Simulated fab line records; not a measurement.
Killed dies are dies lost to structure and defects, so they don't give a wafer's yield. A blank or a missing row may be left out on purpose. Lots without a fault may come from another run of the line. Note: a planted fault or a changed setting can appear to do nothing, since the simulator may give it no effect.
Split-lot experiment	flow n5 finfet	on a route of 1938 steps: 7 lots, 21 wafers read

THE SPLIT ITSELF
At N5_BEOL_M11_PECVD_70 (deposits SiO2 from TEOS/O2, target thk 20 nm, time 22.7 s), the setting time s was moved away from the recipe's 22.7 s on 6 of the 21 wafers read, by -12.1% to +10.7%. For the rest of the wafers, this setting stayed at what the recipe calls for.

FROM THE SPLIT TO THE READING: what the file shows between them, 11 steps
- N5_BEOL_M11_COAT_59: time 60 s, resist thk 100 nm (also split here: spin rpm)
- N5_BEOL_M11_COAT_60: time 60 s, resist thk 30 nm
- N5_BEOL_M11_COAT_05: resist thk 90 nm
- N5_BEOL_M11_DESCUM_16: chemistry O2, time 7.9 s
- N5_BEOL_M11_ETCH_61: etches SiARC in CF4, target depth 39 nm, time 65 s
- N5_BEOL_M11_ETCH_62: etches SOC in N2/H2, target depth 110 nm, overetch 22 nm, time 165 s
- N5_BEOL_M11_STRIP_68: strips in N2/H2
- N5_BEOL_M11_STRIP_67: strips in CF4
- N5_BEOL_M11_HM_OPEN_17: chemistry Cl2/BCl3, target TiN, target depth 20 nm, overetch 6 nm
- N5_BEOL_M11_STRIP_19: strips in O2
- N5_BEOL_M11_STRIP_77: strips in N2/H2, time 10 s

THE READING
SiO2_of_BEOL_M11_PECVD_70.thk nm (the simulator's own value, which no gauge read), in nm, at N5_BEOL_M11_HM_STRIP_39 (strips TiN in peroxide tin strip, target depth 25 nm, time 158 s). The file gives no usual value for it. Across the 15 wafers here that went through the recipe, the average is 19.7 nm and the standard deviation 0.28 nm.

wafer	tool, chamber at the split	time s as run, s	against the recipe	SiO2_of_BEOL_M11_PECVD_70.thk nm, nm	against lot-mates on the recipe
L079.1	pecvd-02, 2	22.7	recipe	19	-
L079.3	pecvd-02, 0	22.7	recipe	19.8	-
L079.5	pecvd-02, 0	22.7	recipe	20	-
L082.2	pecvd-04, 2	22.7	recipe	19.6	-
L082.4	pecvd-04, 0	22.7	recipe	20	-
L082.5	pecvd-04, 2	19.96	-12.1%	17.4	-2.4
L087.1	pecvd-02, 0	22.7	recipe	19.8	-
L087.3	pecvd-02, 1	21.54	-5.1%	18.6	-1.1
L087.4	pecvd-02, 2	22.7	recipe	19.6	-
L091.3	pecvd-03, 1	20.22	-10.9%	17.4	-2.4
L091.4	pecvd-03, 2	20.22	-10.9%	17.6	-2.2
L091.5	pecvd-03, 0	22.7	recipe	19.8	-
L093.1	pecvd-02, 0,1	22.7	recipe	19.8	-
L093.2	pecvd-02, 1	22.7	recipe	19.8	-
L093.4	pecvd-02, 0,1	22.7	recipe	20	-
L094.1	pecvd-02, 0	21.02	-7.4%	18.2	-1.4
L094.2	pecvd-02, 2	22.7	recipe	19.4	-
L094.6	pecvd-02, 1	22.7	recipe	19.8	-
L096.2	pecvd-02, 2	25.14	+10.7%	21.6	+1.7
L096.4	pecvd-02, 2	22.7	recipe	19.6	-
L096.5	pecvd-02, 0	22.7	recipe	20.2	-
Where a row lists several chambers, the file gives one row for several wafers and doesn't say which wafer went through which chamber.

FIT RESULTS
A straight line over all 21 wafers: SiO2_of_BEOL_M11_PECVD_70.thk nm changes by +0.195 nm for each +1% of time s; r = +0.97; the points scatter about the line by 0.26 nm.
The same after taking each lot's own level away (the mean of its wafers on the recipe; 21 wafers): +0.193 nm for each +1%; r = +0.97; scatter 0.25 nm.
According to that fit, moving time s by its largest amount changes the reading by 2.3 nm.
Measured against the standard deviation above, the lots' own levels, which go from 19.60 to 19.90 nm, span 1.1 times it.
The two slopes are in agreement: the lot-to-lot level therefore moves the slope only a little.
Check: -2.36 nm against its lot-mates is what the line predicts for one of the wafers moved furthest among these (-12.1%) when that wafer is left out of the fit. Against them it came out at -2.4 nm.

OTHER SPLITS APPLIED TO THESE WAFERS
These wafers also went through other splits before the reading. Each is held against what the fit with the lots' levels taken away leaves over:
other split on the same wafers	wafers away from the commonest value	r with SiO2_of_BEOL_M11_PECVD_70.thk nm (lot level and that fit taken away)
N5_BEOL_M9_COAT_60 spin rpm	5	+0.16
N5_BEOL_M9_ETCH_62 source w	4	+0.18
N5_BEOL_M9_CMP_52 down force psi	5	+0.04
N5_BEOL_M10_PECVD_70 time s	5	+0.11
N5_BEOL_M11_COAT_59 spin rpm	7	+0.16

THE WHOLE CHAIN: every reading that the file lists as answering this split, in the file's order
step	what it does	reading	change (the file's fit)	r (the file's)
N5_BEOL_M11_PECVD_70	deposits SiO2 from TEOS/O2, target thk 20 nm, time 22.7 s	SiO2_of_BEOL_M11_PECVD_70.thk nm (the simulator's own value, which no gauge read)	+0.185 nm for each +1% of the setting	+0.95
N5_BEOL_M11_HM_STRIP_39	strips TiN in peroxide tin strip, target depth 25 nm, time 158 s	SiO2_of_BEOL_M11_PECVD_70.thk nm (the simulator's own value, which no gauge read)	+0.191 nm for each +1% of the setting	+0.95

THE FILE'S OWN FIT
SiO2_of_BEOL_M11_PECVD_70.thk nm changes by +0.191 nm for each +1% of time s, r = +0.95.
